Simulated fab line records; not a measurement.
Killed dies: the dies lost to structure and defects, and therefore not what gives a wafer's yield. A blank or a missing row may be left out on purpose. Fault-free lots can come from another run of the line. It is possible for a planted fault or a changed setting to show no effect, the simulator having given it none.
Matching of chambers ; flow n5 finfet ; 4 sister chambers for N5_FIN_SAQP_ETCH_34 on rie diel-04
The step etches SiO2 in C4F6/O2, target depth 45 nm, time 15 s. 8 wafers are shown with their chamber, then 8 later ones without.

== WAFERS WITH THEIR CHAMBER ==
wafer;chamber;rf vpp V (V);throttle valve pct (%)
L082.2;2;661;20.87
L084.6;3;663;20.89
L086.3;3;665;20.89
L089.4;2;661;20.88
L091.2;0;649;21.00
L091.4;1;666;21.09
L091.5;0;649;21.01
L093.1;1;665;21.10

== WAFERS MISSING THEIR CHAMBER ==
wafer;rf vpp V (V);throttle valve pct (%)
L093.2;664;20.89
L093.4;651;21.01
L095.3;650;21.03
L095.4;664;21.10
L095.5;663;20.89
L097.2;666;21.10
L097.4;661;20.90
L097.6;652;21.03

== WHICH CHAMBER EACH WENT THROUGH ==
wafer;from the rows above;in truth
L093.2;3;3
L093.4;0;0
L095.3;0;0
L095.4;1;1
L095.5;3;3
L097.2;1;1
L097.4;can't be placed: 2 or 3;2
L097.6;0;0
Placed correctly: 7 of 8. Can't be placed from these rows: 1 (the true chamber is among the candidates in 1). Wrongly placed: 0.
How it was worked out, from the rows above alone: a wafer's distance from a chamber is the root of the sum, over the readings, of the square of ((its reading less the chamber's mean) divided by the reading's scatter). The wafer belongs to the nearest chamber; if the next one is less than 2 further off, it can't be placed. A chamber's mean is the mean of its shown wafers. How the scatter is found: for the shown wafers, subtract from each reading the mean of its chamber, square and add these, divide the total by (wafers less chambers), then take the root.
